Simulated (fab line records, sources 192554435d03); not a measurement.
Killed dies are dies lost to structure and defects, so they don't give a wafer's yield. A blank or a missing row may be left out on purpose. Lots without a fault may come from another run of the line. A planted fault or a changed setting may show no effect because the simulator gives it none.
Problem report in the 8D (eight disciplines) form, filled by code | flow n5_finfet | the parts of the form that need people (team, actions taken, sign-off) are left out

1. THE PROBLEM
cd_nm at N5_FIN_SAQP_CD_MEAS_31 reads a mean of 10.91 nm on 3 wafers of 3 lots; wafers without a fault read 8.07 nm with a standard deviation of 0.21. That is +14 standard deviations from the usual mean.
The step: target cd 8 nm.
First seen on wafer L966.6, day 2 20:26, on cd_sem-03. The record holds 20 wafers of 7 lots with a number at this step. Rule for "out", or "out of limits": more than 4 standard deviations from the usual mean. The other wafers with a number count as sound.

2. WHAT IT IS AND WHAT IT IS NOT
question                    | is                     | is not
which readings at this step | cd_nm                  | -
which lots                  | L966, L967, L970       | L983, L984, L985, L986
which wafers of those lots  | L966.6, L967.6, L970.6 | L966.2, L966.5, L967.3, L967.5, L970.3
read on which gauges        | cd_sem-02, cd_sem-03   | -
when                        | from day 2 20:26       | up to then (2 sound wafers); but 15 sound wafers of L967, L970, L983, L984, L985, L986 came after

3. SUSPECTS, AND WHAT RULES EACH OUT
Counting: a tool at a process step up to the reading stays a suspect if it ran every lot that is out. Sound lots after the first of them don't rule it out here, since some wafers of a struck lot are sound.
- the gauge at N5_FIN_SAQP_CD_MEAS_31: ruled out. The wafers that are out were read on 2 gauges (cd_sem-02, cd_sem-03).
- ald_sin-02 at N5_FIN_SAQP_SPACER2_ALD_28 (deposits SiO2, target thk 8.1 nm, pulse time 1 s, purge time 2 s): kept. It ran every lot that is out, first L966 (day 2 19:55).
Left after counting: ald_sin-02 at N5_FIN_SAQP_SPACER2_ALD_28.

4. THE CAUSE (what the simulator had put in)
Process parameter drift: ald_sin-02, from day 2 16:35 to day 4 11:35, at N5_FIN_SAQP_SPACER2_ALD_28. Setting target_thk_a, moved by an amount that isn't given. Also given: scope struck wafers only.
Counting left only this tool.

5. THE CHAIN OF EFFECTS, in route order
Each row: a reading whose mean over the struck wafers that have a number lies more than 3 standard deviations from the usual. Only readings for which the record gives a usual standard deviation are gone through. hours: the time from each lot's start at the first step in this table that gives one to its start at this step, as a median over the lots. sigmas: the change in usual standard deviations.
hours | step                         | reading        | usual       | on struck wafers | change | sigmas
0     | N5_FIN_SAQP_CD_MEAS_31       | cd_nm          | 8.07 nm     | 10.91            | +2.84  | +14
0     | N5_FIN_SAQP_HM_CD_35         | cd_nm          | 8.11 nm     | 10.48            | +2.37  | +10
12    | N5_STI_FIN_REVEAL_CD_MEAS_22 | cd_nm          | 6.21 nm     | 8.88             | +2.67  | +12
138   | N5_BEOL_M4_RC_MEAS_101       | DIBL_N         | 36.4 mV/V   | 53.2             | +16.8  | +13
138   | N5_BEOL_M4_RC_MEAS_101       | DIBL_P         | 36.5 mV/V   | 58.6             | +22.1  | +13
138   | N5_BEOL_M4_RC_MEAS_101       | IOFF_N         | 0.154 nA/um | 1.532            | +1.378 | +63
138   | N5_BEOL_M4_RC_MEAS_101       | IOFF_N_85C     | 3.0 nA/um   | 20.5             | +17.5  | +49
138   | N5_BEOL_M4_RC_MEAS_101       | IOFF_N_LIN     | 0.072 nA/um | 0.485            | +0.413 | +50
138   | N5_BEOL_M4_RC_MEAS_101       | IOFF_P         | 0.202 nA/um | 1.090            | +0.888 | +36
138   | N5_BEOL_M4_RC_MEAS_101       | IOFF_P_85C     | 3.5 nA/um   | 14.4             | +10.9  | +31
138   | N5_BEOL_M4_RC_MEAS_101       | IOFF_P_LIN     | 0.095 nA/um | 0.315            | +0.220 | +23
138   | N5_BEOL_M4_RC_MEAS_101       | ION_N          | 671 uA/um   | 789              | +118   | +12
138   | N5_BEOL_M4_RC_MEAS_101       | ION_P          | 460 uA/um   | 508              | +48    | +7.1
138   | N5_BEOL_M4_RC_MEAS_101       | SS_N           | 71.6 mV/dec | 75.3             | +3.7   | +6.8
138   | N5_BEOL_M4_RC_MEAS_101       | SS_P           | 73.4 mV/dec | 79.2             | +5.8   | +10
138   | N5_BEOL_M4_RC_MEAS_101       | VT_N           | 250.9 mV    | 213.7            | -37.2  | -13
138   | N5_BEOL_M4_RC_MEAS_101       | VT_N_LVT       | 99.2 mV     | 61.4             | -37.8  | -13
138   | N5_BEOL_M4_RC_MEAS_101       | VT_P           | -251.4 mV   | -231.0           | +20.4  | +7.5
138   | N5_BEOL_M4_RC_MEAS_101       | VT_P_LVT       | -100.2 mV   | -78.9            | +21.3  | +7.9
238   | N5_PASSIVATION_PROBE_49      | sort_n_pass    | 1075        | 0                | -1075  | -72
238   | N5_PASSIVATION_PROBE_49      | sort_yield_pct | 91.1 %      | 0.0              | -91.1  | -70
The process steps in it:
- N5_FIN_SAQP_HM_CD_35: target cd 8 nm.
- N5_PASSIVATION_PROBE_49

6. WHAT WOULD HAVE CAUGHT IT SOONER
In this record the first reading out of limits at a measuring or inspecting step was taken at day 2 20:26, 4 hours after the fault began at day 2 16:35.
Of the tool readings at N5_FIN_SAQP_SPACER2_ALD_28 for which the record gives a usual standard deviation, none was out on any struck wafer, so an alarm limit of 4 standard deviations on them would not have fired.
Of the lots that are out (3), L967, L970 began N5_FIN_SAQP_SPACER2_ALD_28 on ald_sin-02 after day 2 20:26. A hold on the tool at that time would have spared those 2.
